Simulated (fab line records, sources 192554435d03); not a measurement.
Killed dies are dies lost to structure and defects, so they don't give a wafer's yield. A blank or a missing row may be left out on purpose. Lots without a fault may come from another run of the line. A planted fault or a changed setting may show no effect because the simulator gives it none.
fab line records | flow n5_finfet | part 2 of 2: steps 4 to 6 of 6
record lots=24 wafers=72 last_day=17
route steps=1938 shown DUMMY_GATE@250 SD_EPI_N@281 SD_EPI_P@311 SD_ACTIVATION@330 ILD0@346 HKMG_FIN@398
lots that met no fault: from a run of the same line without faults
start_h: hours from the record's first day to the start of the lot's first wafer shown | wait_h: hours since the lot's step before | " the same as in the row above | L1.1+2: a row that stands for several wafers | - no value, or no start given | * or withheld: withheld | < > ~ a bound
route shown NAME@n: a module of which the file shows steps, and the number in the route of the first | usual: mean/standard deviation of fault-free wafers | same: alike in all rows | chamber/n: place in a boat | sites: the reading at each site | _std_site: their standard deviation | _edge_site: outer sites' mean less inner sites' | radius_mm: how far each site lies from the wafer's centre | mask NAME#n: copy n | behind: the tool/chamber that last shaped the wafer | hold: why the lot was held/for how many hours/how that ended | device: the transistor (n, p or np) that didn't switch | end of line: the same wafers' tests at the end of the route | a step without rows: its recipe alone | killed: dies lost to structure and defects at the first sort, not the wafer's yield | map: a wafer's dies, x killed, . not, _ none there
set.NAME: the setting as run; set.NAME@STEP: as run at that earlier step | model.NAME: the simulator's own value behind a step, which no gauge read
steps of the route over a sample of lots; a table a step, a row a wafer
services: from which hour (start_h, from the record's first day; less than 0 if before it) a tool's chamber was out of use, for how many hours, and why
## steps
# step N5_SD_ACTIVATION_RTA_00
# recipe temp_c=975 time_s=0 ambient=N2 idle_temp_c=600 ramp_up_c_per_s=150 ramp_down_c_per_s=60 cool_to_c=600
# usual lamp_power_pct=8.95/0.057 lamp_zone_1_pct=8.953/0.028 wafer_temp_C_max=975.0/2.1
# columns lot.wafer tool chamber start_h wait_h lamp_power_pct lamp_zone_1_pct wafer_temp_C_max
L074.1 rtp_anneal-02 0 59.84 0.0 8.93 8.973 975.1
L074.2 " 0 " " 8.93 8.950 973.7
L074.4 " 0 " " 8.94 8.921 974.1
L075.1 rtp_anneal-02 0 66.92 0.0 8.96 8.919 974.9
L075.3 " 0 " " 8.95 8.930 975.2
L075.4 " 0 " " 8.95 8.905 975.1
L076.2 rtp_anneal-01 0 73.09 0.1 8.98 8.970 975.1
L076.3 " 0 " " 8.98 8.994 976.2
L076.5 " 0 " " 9.02 8.950 978.6
L077.2 rtp_anneal-01 0 78.29 0.2 9.00 8.936 971.0
L077.5 " 0 " " 8.93 8.928 977.0
L077.6 " 0 " " 8.89 8.955 976.2
L078.1 rtp_anneal-01 0 82.82 0.0 8.94 8.970 976.0
L078.5 " 0 " " 9.02 8.981 976.0
L078.6 " 0 " " 8.93 8.974 972.6
L079.1 rtp_anneal-01 0 88.58 0.0 8.99 8.968 972.9
L079.3 " 0 " " 9.01 8.936 975.0
L079.4 " 0 " " 9.01 8.916 976.9
L080.3 rtp_anneal-02 0 98.15 0.1 9.01 8.938 973.2
L080.4 " 0 " " 9.01 9.024 973.2
L080.5 " 0 " " 9.04 8.907 974.0
L081.1 rtp_anneal-02 0 100.25 0.2 8.87 8.954 973.7
L081.5 " 0 " " 8.96 8.997 976.3
L081.6 " 0 " " 9.00 8.967 976.9
L082.3 rtp_anneal-01 0 106.68 0.2 9.00 8.984 978.6
L082.4 " 0 " " 8.92 8.893 970.9
L082.6 " 0 " " 8.91 8.968 974.0
L083.2 rtp_anneal-01 0 113.14 0.1 8.90 9.022 974.5
L083.4 " 0 " " 9.00 8.998 978.2
L083.5 " 0 " " 8.96 8.944 977.4
L084.2 rtp_anneal-02 0 120.37 0.1 8.92 8.964 974.0
L084.5 " 0 " " 8.97 8.947 978.3
L084.6 " 0 " " 8.84 8.904 977.5
L085.2 rtp_anneal-01 0 125.40 0.1 8.97 8.937 974.1
L085.3 " 0 " " 9.01 8.942 972.2
L085.4 " 0 " " 8.94 8.943 972.3
L086.1 rtp_anneal-02 0 136.47 0.0 9.09 8.953 972.6
L086.3 " 0 " " 8.93 8.971 979.2
L086.4 " 0 " " 9.00 8.950 977.5
L087.4 rtp_anneal-01 0 137.33 0.1 8.87 8.934 977.1
L087.5 " 0 " " 8.95 8.968 977.0
L087.6 " 0 " " 9.07 8.926 974.2
L088.3 rtp_anneal-02 0 144.76 0.1 8.94 8.939 971.5
L088.5 " 0 " " 8.95 8.930 974.3
L088.6 " 0 " " 8.97 8.942 975.4
L089.1 rtp_anneal-02 0 150.37 0.0 8.90 8.971 974.2
L089.3 " 0 " " 8.95 8.945 981.2
L089.4 " 0 " " 9.02 8.974 974.4
L090.1 rtp_anneal-01 0 154.90 0.0 8.82 8.929 976.5
L090.4 " 0 " " 9.03 8.986 975.2
L090.6 " 0 " " 8.94 8.976 976.2
L091.2 rtp_anneal-02 0 160.20 0.1 9.02 8.996 972.9
L091.3 " 0 " " 9.04 8.970 972.0
L091.5 " 0 " " 8.99 8.954 973.2
L092.4 rtp_anneal-02 0 166.49 0.1 8.87 8.946 976.0
L092.5 " 0 " " 8.97 8.947 974.1
L092.6 " 0 " " 8.98 8.929 972.7
L093.3 rtp_anneal-02 0 171.74 0.1 8.90 8.948 979.6
L093.4 " 0 " " 8.93 8.947 975.3
L093.5 " 0 " " 8.94 8.955 979.2
L094.1 rtp_anneal-02 0 177.68 0.0 8.96 8.875 972.8
L094.4 " 0 " " 9.03 8.986 973.1
L094.6 " 0 " " 9.01 8.983 969.1
L095.1 rtp_anneal-01 0 183.22 0.5 8.92 8.904 973.0
L095.3 " 0 " " 8.90 9.002 972.1
L095.4 " 0 " " 8.98 8.984 975.0
L096.1 rtp_anneal-02 0 193.23 0.0 8.94 8.958 980.9
L096.3 " 0 " " 9.04 8.917 974.0
L096.5 " 0 " " 8.94 8.923 975.2
L097.3 rtp_anneal-02 0 195.27 0.1 8.93 8.955 975.3
L097.4 " 0 " " 8.93 8.924 977.4
L097.6 " 0 " " 8.93 8.892 973.9
# step N5_ILD0_INSPECT_06
# recipe inspect_instrument=darkfield mode=post_cmp
# usual raw_defect_count=40/16
# columns lot.wafer tool chamber start_h wait_h raw_defect_count
L074.1 defect_inspect-01 - 66.85 0.0 31
L074.2 " - " " 77
L074.4 " - " " 23
L075.1 defect_inspect-01 - 73.93 0.0 56
L075.3 " - " " 50
L075.4 " - " " 43
L076.2 defect_inspect-02 - 80.23 0.0 25
L076.3 " - " " 40
L076.5 " - " " 25
L077.2 defect_inspect-01 - 85.55 0.0 53
L077.5 " - " " 42
L077.6 " - " " 42
L078.1 defect_inspect-01 - 90.18 0.0 23
L078.5 " - " " 48
L078.6 " - " " 20
L079.1 defect_inspect-01 - 96.41 0.0 40
L079.3 " - " " 32
L079.4 " - " " 29
L080.3 defect_inspect-01 - 105.36 0.0 36
L080.4 " - " " 42
L080.5 " - " " 50
L081.1 defect_inspect-02 - 107.83 0.0 20
L081.5 " - " " 18
L081.6 " - " " 36
L082.3 defect_inspect-02 - 114.12 0.0 48
L082.4 " - " " 66
L082.6 " - " " 55
L083.2 defect_inspect-02 - 120.47 0.0 44
L083.4 " - " " 64
L083.5 " - " " 67
L084.2 defect_inspect-01 - 127.34 0.0 20
L084.5 " - " " 17
L084.6 " - " " 28
L085.2 defect_inspect-02 - 132.57 0.0 60
L085.3 " - " " 55
L085.4 " - " " 55
L086.1 defect_inspect-01 - 143.64 0.0 35
L086.3 " - " " 31
L086.4 " - " " 16
L087.4 defect_inspect-01 - 144.67 0.0 60
L087.5 " - " " 48
L087.6 " - " " 36
L088.3 defect_inspect-01 - 151.74 0.0 42
L088.5 " - " " 33
L088.6 " - " " 25
L089.1 defect_inspect-01 - 157.91 0.0 35
L089.3 " - " " 49
L089.4 " - " " 32
L090.1 defect_inspect-02 - 162.99 0.0 40
L090.4 " - " " 57
L090.6 " - " " 48
L091.2 defect_inspect-01 - 168.16 0.0 24
L091.3 " - " " 31
L091.5 " - " " 39
L092.4 defect_inspect-01 - 173.55 0.0 38
L092.5 " - " " 35
L092.6 " - " " 34
L093.3 defect_inspect-01 - 179.07 0.0 38
L093.4 " - " " 36
L093.5 " - " " 44
L094.1 defect_inspect-02 - 184.95 0.0 99
L094.4 " - " " 55
L094.6 " - " " 83
L095.1 defect_inspect-02 - 190.42 0.0 22
L095.3 " - " " 20
L095.4 " - " " 23
L096.1 defect_inspect-01 - 200.50 0.0 29
L096.3 " - " " 27
L096.5 " - " " 8
L097.3 defect_inspect-02 - 202.60 0.0 28
L097.4 " - " " 40
L097.6 " - " " 71
# step N5_HKMG_FIN_CD_MEAS_49
# recipe target_cd_nm=202 landing_energy_ev=500 detector=se_inlens polarity=opening
# usual cd_nm=202.4/0.73
# columns lot.wafer tool chamber start_h wait_h cd_nm
L074.1 cd_sem-01 0 73.37 - 201.4
L074.2 " 0 " " 201.3
L074.4 " 0 " " 201.1
L075.1 cd_sem-02 0 80.11 - 203.3
L075.3 " 0 " " 204.1
L075.4 " 0 " " 203.2
L076.2 cd_sem-01 0 86.51 - 203.3
L076.3 " 0 " " 202.9
L076.5 " 0 " " 202.3
L077.2 cd_sem-02 0 91.96 - 202.0
L077.5 " 0 " " 202.3
L077.6 " 0 " " 203.2
L078.1 cd_sem-02 0 96.21 - 201.2
L078.5 " 0 " " 202.7
L078.6 " 0 " " 201.4
L079.1 cd_sem-03 0 104.61 - 202.0
L079.3 " 0 " " 204.1
L079.4 " 0 " " 202.1
L080.3 cd_sem-03 0 112.04 - 202.4
L080.4 " 0 " " 201.4
L080.5 " 0 " " 201.5
L081.1 cd_sem-02 0 113.69 - 202.3
L081.5 " 0 " " 202.4
L081.6 " 0 " " 202.2
L082.3 cd_sem-01 0 120.36 - 202.0
L082.4 " 0 " " 202.0
L082.6 " 0 " " 201.9
L083.2 cd_sem-01 0 127.88 - 203.7
L083.4 " 0 " " 202.9
L083.5 " 0 " " 202.8
L084.2 cd_sem-01 0 134.05 - 203.3
L084.5 " 0 " " 202.7
L084.6 " 0 " " 201.9
L085.2 cd_sem-01 0 139.17 - 202.7
L085.3 " 0 " " 203.6
L085.4 " 0 " " 202.0
L086.1 cd_sem-03 0 149.76 - 201.0
L086.3 " 0 " " 202.6
L086.4 " 0 " " 201.1
L087.4 cd_sem-03 0 150.67 - 201.6
L087.5 " 0 " " 201.1
L087.6 " 0 " " 202.1
L088.3 cd_sem-01 0 157.67 - 203.5
L088.5 " 0 " " 202.5
L088.6 " 0 " " 202.5
L089.1 cd_sem-01 0 163.71 - 202.9
L089.3 " 0 " " 202.4
L089.4 " 0 " " 202.3
L090.1 cd_sem-01 0 168.95 - 202.4
L090.4 " 0 " " 202.1
L090.6 " 0 " " 201.0
L091.2 cd_sem-01 0 174.14 - 201.3
L091.3 " 0 " " 202.2
L091.5 " 0 " " 202.1
L092.4 cd_sem-01 0 179.92 - 201.9
L092.5 " 0 " " 202.4
L092.6 " 0 " " 202.1
L093.3 cd_sem-03 0 185.27 - 203.4
L093.4 " 0 " " 203.1
L093.5 " 0 " " 203.6
L094.1 cd_sem-01 0 191.89 - 202.2
L094.4 " 0 " " 202.7
L094.6 " 0 " " 203.2
L095.1 cd_sem-03 0 197.00 - 202.3
L095.3 " 0 " " 202.4
L095.4 " 0 " " 202.3
L096.1 cd_sem-02 0 207.16 - 202.9
L096.3 " 0 " " 202.1
L096.5 " 0 " " 203.5
L097.3 cd_sem-01 0 208.79 - 202.8
L097.4 " 0 " " 203.2
L097.6 " 0 " " 202.3
## services
# columns tool chamber start_h hours kind
rie_si-03 2 40.42 1.9 repair
rie_diel-01 - 46.39 15.6 pm
rie_diel-03 - 55.82 1.1 repair
rie_diel-03 1 58.99 5.7 repair
rie_diel-02 1 66.08 13.3 repair
rie_diel-01 1 70.81 8.1 repair
rie_si-05 0 74.62 4.3 repair
rie_diel-01 2 95.05 - clean
rie_diel-01 2 95.05 - consumable_replace:focus_ring
rie_diel-01 2 95.05 - consumable_replace:showerhead
rie_diel-01 2 95.05 24.1 scheduled_down
rie_diel-01 2 95.05 24.1 vent_cycle
rie_si-05 3 95.85 - clean
rie_si-05 3 95.85 15.2 scheduled_down
rie_si-03 - 98.94 0.1 repair
rie_diel-02 2 100.33 12.5 repair
rie_si-03 1 120.34 4.1 repair
rie_diel-01 - 127.88 1.2 repair
rie_diel-03 - 138.91 0.2 repair
rie_si-03 - 146.98 0.6 repair
rie_diel-03 2 153.41 8.3 repair
rie_diel-03 1 168.76 2.7 repair
rie_diel-01 1 178.44 15.9 repair
rie_si-06 - 184.18 2.8 pm
